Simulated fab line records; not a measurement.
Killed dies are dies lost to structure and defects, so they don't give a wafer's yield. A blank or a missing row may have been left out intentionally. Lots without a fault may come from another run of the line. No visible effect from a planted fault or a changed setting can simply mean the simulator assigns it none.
Matching of chambers | flow n5-finfet | N5_BEOL_M10_DEP_56 on pecvd-01 has 3 sister chambers
The step deposits SiCN from 3MS/NH3, target thk 15 nm, time 26.5 s. 18 wafers are shown with their chamber, then 9 later ones without.

== EACH WAFER AND ITS CHAMBER ==
wafer  | chamber | showerhead-vpp-V (V) | showerhead-plenum-p-Torr (Torr) | throttle-valve-pct (%)
L075.2 | 1       | 860                  | 3.663                           | 8.5
L075.5 | 2       | 836                  | 3.691                           | 8.6
L075.6 | 1       | 871                  | 3.665                           | 8.9
L076.3 | 1       | 858                  | 3.670                           | 8.6
L076.4 | 2       | 849                  | 3.682                           | 8.8
L076.6 | 1       | 860                  | 3.671                           | 9.0
L078.4 | 0       | 787                  | 3.661                           | 9.0
L078.5 | 1       | 863                  | 3.659                           | 8.8
L078.6 | 2       | 841                  | 3.683                           | 8.7
L082.2 | 0       | 801                  | 3.670                           | 8.9
L082.4 | 1       | 866                  | 3.669                           | 9.0
L082.5 | 0       | 806                  | 3.672                           | 9.0
L083.1 | 2       | 833                  | 3.675                           | 8.8
L083.3 | 1       | 857                  | 3.660                           | 8.9
L083.4 | 2       | 853                  | 3.684                           | 8.6
L091.2 | 2       | 850                  | 3.670                           | 8.9
L091.5 | 0       | 783                  | 3.664                           | 9.1
L091.6 | 1       | 873                  | 3.661                           | 8.7

SIGNATURES, as means of the wafers listed above
reading                  | chamber 0 | chamber 1 | chamber 2 | scatter within a chamber
showerhead-vpp-V         | 794.25    | 863.50    | 843.67    | 7.95
showerhead-plenum-p-Torr | 3.66675   | 3.66475   | 3.68083   | 0.00581
throttle-valve-pct       | 9.000     | 8.800     | 8.733     | 0.149
Rule: a wafer lies at a distance from a chamber equal to the root of the sum of squares, over the readings, of (its reading less the chamber's mean, divided by the reading's scatter). The wafer belongs to the nearest chamber; if the next one is less than 2 further off, it can't be placed. The scatter: the root of (the sum of the squares of (reading less its chamber's mean) over the shown wafers, divided by (wafers less chambers)).

== WAFERS WHOSE CHAMBER IS MISSING ==
wafer  | showerhead-vpp-V (V) | showerhead-plenum-p-Torr (Torr) | throttle-valve-pct (%)
L093.2 | 829                  | 3.681                           | 8.8
L093.3 | 798                  | 3.668                           | 9.2
L093.6 | 809                  | 3.666                           | 8.9
L095.2 | 802                  | 3.667                           | 9.0
L095.4 | 845                  | 3.676                           | 8.6
L095.5 | 785                  | 3.660                           | 9.0
L096.1 | 859                  | 3.662                           | 9.0
L096.4 | 844                  | 3.673                           | 8.8
L096.6 | 874                  | 3.666                           | 9.0

== THE CHAMBER EACH PASSED THROUGH ==
wafer  | from the rows above     | in truth
L093.2 | 2                       | 2
L093.3 | 0                       | 0
L093.6 | 0                       | 0
L095.2 | 0                       | 0
L095.4 | 2                       | 2
L095.5 | 0                       | 0
L096.1 | 1                       | 1
L096.4 | can't be placed: 2 or 1 | 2
L096.6 | 1                       | 1
Correctly placed: 8 of 9. These rows do not allow placing 1 (true chamber among the candidates in 1). 0 placed wrongly.
